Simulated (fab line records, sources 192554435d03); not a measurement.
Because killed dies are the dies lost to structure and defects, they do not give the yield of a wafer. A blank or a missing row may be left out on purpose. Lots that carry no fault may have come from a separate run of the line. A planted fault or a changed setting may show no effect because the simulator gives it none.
The tool behind it: which one?	flow n5 finfet	Sampling: 12 lots, 36 wafers, 2 of 1938 route steps

## WHAT THE GAUGES READ, wafer by wafer
N5_MOL_CONTACT_COAG_CD_MEAS_101: the cd target is 16 nm.
lot	measured	on	cd nm (nm)
L075	day 5 18:26	cd sem-02	16.2 16.3 16.5
L077	day 6 01:16	cd sem-02	16.3 15.9 15.6
L079	day 6 14:22	cd sem-03	16.3 15.7 16.0
L081	day 6 23:10	cd sem-02	16.1 16.0 15.8
L083	day 7 12:40	cd sem-02	16.0 16.2 16.2
L085	day 7 21:49	cd sem-02	16.6 16.6 16.2
L087	day 8 13:31	cd sem-01	16.2 16.5 15.9
L089	day 8 23:32	cd sem-01	16.0 15.8 15.6
L091	day 9 10:26	cd sem-03	16.3 16.7 15.7
L093	day 9 22:19	cd sem-02	16.3 15.7 16.3
L095	day 10 13:56	cd sem-03	15.9 15.8 16.4
L097	day 11 00:37	cd sem-03	16.3 16.1 15.9

## EACH LOT AND THE TOOL THAT RAN IT (in order: tool; ch and the chambers of the sampled wafers; start)
lot	N5_MOL_CONTACT_COAG_TI_SIL_19
L075	pvd sputter-03, day 5 08:55
L077	pvd sputter-01, day 5 13:47
L079	pvd sputter-01, day 6 03:19
L081	pvd sputter-01, day 6 12:23
L083	pvd sputter-01, day 7 00:24
L085	pvd sputter-01, day 7 10:11
L087	pvd sputter-01, day 8 00:16
L089	pvd sputter-03, day 8 11:22
L091	pvd sputter-02, day 8 23:16
L093	pvd sputter-01, day 9 12:19
L095	pvd sputter-02, day 10 01:09
L097	pvd sputter-03, day 10 12:26
- N5_MOL_CONTACT_COAG_TI_SIL_19: material Ti, target thk 4.2 nm, time 15 s.

## THE ANSWER, worked out from the rows above alone
Rule: the usual values come from the lots themselves. The widest of any qualifying gaps counts: lots, ordered by their means at a reading, are off when they make up no more than a third of the lots, leave a main group of 4 or more, and stand apart from it by 3 or more times the standard deviation of that group's means. Not used: any main group whose means are identical at the precision the tables above print for the reading. Also off: a lot with no number at a reading for which 4 or more lots have one. All remaining lots with rows at the step are treated as sound.
Nothing can be told from this: no lot is off at any reading shown.

## WHAT THE SIMULATOR HAD PUT IN
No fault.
